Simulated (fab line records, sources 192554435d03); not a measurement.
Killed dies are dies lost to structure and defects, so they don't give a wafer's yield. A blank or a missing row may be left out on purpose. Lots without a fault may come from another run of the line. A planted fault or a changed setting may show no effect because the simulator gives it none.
fab line records | flow n5_finfet
record lots=7 wafers=39
route steps=1938 shown FIN_SAQP@94 DUMMY_GATE@220 MOL_CONTACT_COAG@541
start_h: hours from the record's first day to the start of the lot's first wafer shown | wait_h: hours since the lot's step before | " the same as in the row above | L1.1+2: a row that stands for several wafers | - no value, or no start given | * or withheld: withheld | < > ~ a bound
route shown NAME@n: a module of which the file shows steps, and the number in the route of the first | usual: mean/standard deviation of fault-free wafers | same: alike in all rows | chamber/n: place in a boat | sites: the reading at each site | _std_site: their standard deviation | _edge_site: outer sites' mean less inner sites' | radius_mm: how far each site lies from the wafer's centre | mask NAME#n: copy n | behind: the tool/chamber that last shaped the wafer | hold: why the lot was held/for how many hours/how that ended | device: the transistor (n, p or np) that didn't switch | end of line: the same wafers' tests at the end of the route | a step without rows: its recipe alone | killed: dies lost to structure and defects at the first sort, not the wafer's yield | map: a wafer's dies, x killed, . not, _ none there
set.NAME: the setting as run; set.NAME@STEP: as run at that earlier step | model.NAME: the simulator's own value behind a step, which no gauge read
lots whose settings were changed on purpose; a table a step, a row a wafer
## steps
# step N5_FIN_SAQP_ALD_61
# recipe material=SiO2 target_thk_a=40 temp_c=300 ald_precursor_family=BDEAS ald_co_reactant=O2-plasma pulse_time_s=1 purge_time_s=2 co_reactant_purge_time_s=2 ald_cycles=43 pressure_torr=2
# columns lot.wafer tool chamber start_h wait_h set.ald_cycles model.SiO2_of_FIN_SAQP_ALD_61.thk_nm
L075.1 ald_sin-03 1 25.85 0.0 43 3.971
L075.2 " 2 " " 40 3.701
L075.3 " 3 " " 40 3.711
L075.4 " 0 " " 43 3.96
L075.5 " 3 " " 43 3.983
L075.6 " 2 " " 40 3.693
L080.1 ald_sin-03 3 56.49 0.0 50 4.649
L080.2 " 0 " " 43 3.96
L080.3 " 1 " " 50 4.604
L080.4 " 2 " " 43 3.981
L080.5 " 3 " " 50 4.655
L080.6 " 2 " " 43 3.987
L088.1+3 ald_sin-03 0,2 105.63 1.1 48 4.457
L088.2 " 1 " " 43 3.945
L088.4 " 3 " " 43 3.996
L088.5 " 0 " " 48 4.453
L088.6 " 3 " " 43 3.979
L090.1 ald_sin-01 2 117.46 0.0 49 4.548
L090.2 " 3 " " 49 4.541
L090.3 " 0 " " 43 4.016
L090.4 " 1 " " 49 4.558
L090.5 " 3 " " 43 3.957
L090.6 " 2 " " 43 4.01
L091.1 ald_sin-01 1 124.32 1.0 50 4.639
L091.2 " 3 " " 43 3.974
L091.3 " 0 " " 50 4.657
L091.4 " 2 " " 43 3.998
L091.5 " 3 " " 43 3.971
L091.6 " 0 " " 50 4.669
L092.1 ald_sin-03 1 129.92 0.2 43 3.982
L092.2 " 2 " " 43 3.966
L092.3 " 0 " " 43 4.002
L092.4 " 3 " " 43 3.985
L092.5 " 2 " " 43 3.972
L092.6 " 1 " " 43 3.937
L095.1 ald_sin-03 1 146.71 0.1 43 4.013
L095.2 " 2 " " 43 4.004
L095.3 " 0 " " 43 4.018
# step N5_DUMMY_GATE_HM_DEP_06
# recipe material=SiNx target_thk_a=800 precursor=DCS/NH3 temp_c=700 pressure_mtorr=300 time_s=5141
# columns lot.wafer tool chamber start_h wait_h set.target_thk_a model.SiNx_of_DUMMY_GATE_HM_DEP_06.thk_nm
L075.1 - - - 0.0 709.8 70.6
L075.2 " - " " 709.8 70
L075.3 " - " " 709.8 70.8
L075.4+5 " - " " 709.8 70.4
L075.6 " - " " 709.8 70.2
L080.1+5 - - - 0.0 800 80.2
L080.2+3+4 " - " " 800 80.4
L080.6 " - " " 800 80.6
L088.1+4+5+6 - - - 0.0 748.6 76.4
L088.2 " - " " 748.6 77
L088.3 " - " " 748.6 76.2
L090.1+4 - - - 0.0 861.7 86.4
L090.2+3+6 " - " " 861.7 86.2
L090.5 " - " " 861.7 86
L091.1 - - - 0.0 857.7 87.8
L091.2+5 " - " " 857.7 87
L091.3+4+6 " - " " 857.7 87.4
L092.1+4 - - - 0.0 719 72.4
L092.2+5+6 " - " " 719 72.6
L092.3 " - " " 719 72.2
L095.1+2 lpcvd-01 0/65,0/70 170.54 0.0 800 81.2
L095.3 " 0/75 " " 800 81.8
# step N5_MOL_CONTACT_COAG_IMPLANT_129
# recipe species=Ge energy_kev=3 dose_cm2=6e+14 tilt_deg=0 rotation_deg=0
# columns lot.wafer tool chamber start_h wait_h set.energy_kev model.implant.rp_nm model.implant.drp_nm
L075.1+2+5 implanter-02 0 94.57 0.0 3.746 7.047 2.45
L075.3+4+6 " 0 " " 3 6.218 2.134
L080.1+4+5 implanter-02 0 125.46 0.0 3 6.177 2.134
L080.2+3+6 " 0 " " 3.832 7.091 2.485
L088.1+5+6 implanter-02 0 176.31 0.0 3 6.125 2.134
L088.2+3+4 " 0 " " 3.301 6.462 2.264
L090.1+2+3+4+5+6 implanter-01 0 187.73 0.0 3 6.149 2.134
L091.1+3+6 implanter-02 0 193.10 0.0 3.913 6.955 2.517
L091.2+4+5 " 0 " " 3 5.986 2.134
L092.1+5+6 implanter-01 0 196.07 0.0 3.545 6.59 2.367
L092.2+3+4 " 0 " " 3 6 2.134
L095.1+2+3 implanter-02 0 215.78 0.0 3 6.025 2.134
## key
split step=N5_FIN_SAQP_ALD_61 setting=ald_cycles stated=43 by=wafer
response step=N5_FIN_SAQP_ALD_61 reading=model.SiO2_of_FIN_SAQP_ALD_61.thk_nm change=+0.0407 per=1% r=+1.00
split step=N5_DUMMY_GATE_HM_DEP_06 setting=target_thk_a stated=800 by=lot
response step=N5_DUMMY_GATE_HM_DEP_06 reading=model.SiNx_of_DUMMY_GATE_HM_DEP_06.thk_nm change=+0.83 per=1% r=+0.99
split step=N5_MOL_CONTACT_COAG_IMPLANT_129 setting=energy_kev stated=3 by=wafer
response step=N5_MOL_CONTACT_COAG_IMPLANT_129 reading=model.implant.rp_nm change=+0.0326 per=1% r=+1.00
response step=N5_MOL_CONTACT_COAG_IMPLANT_129 reading=model.implant.drp_nm change=+0.0127 per=1% r=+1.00
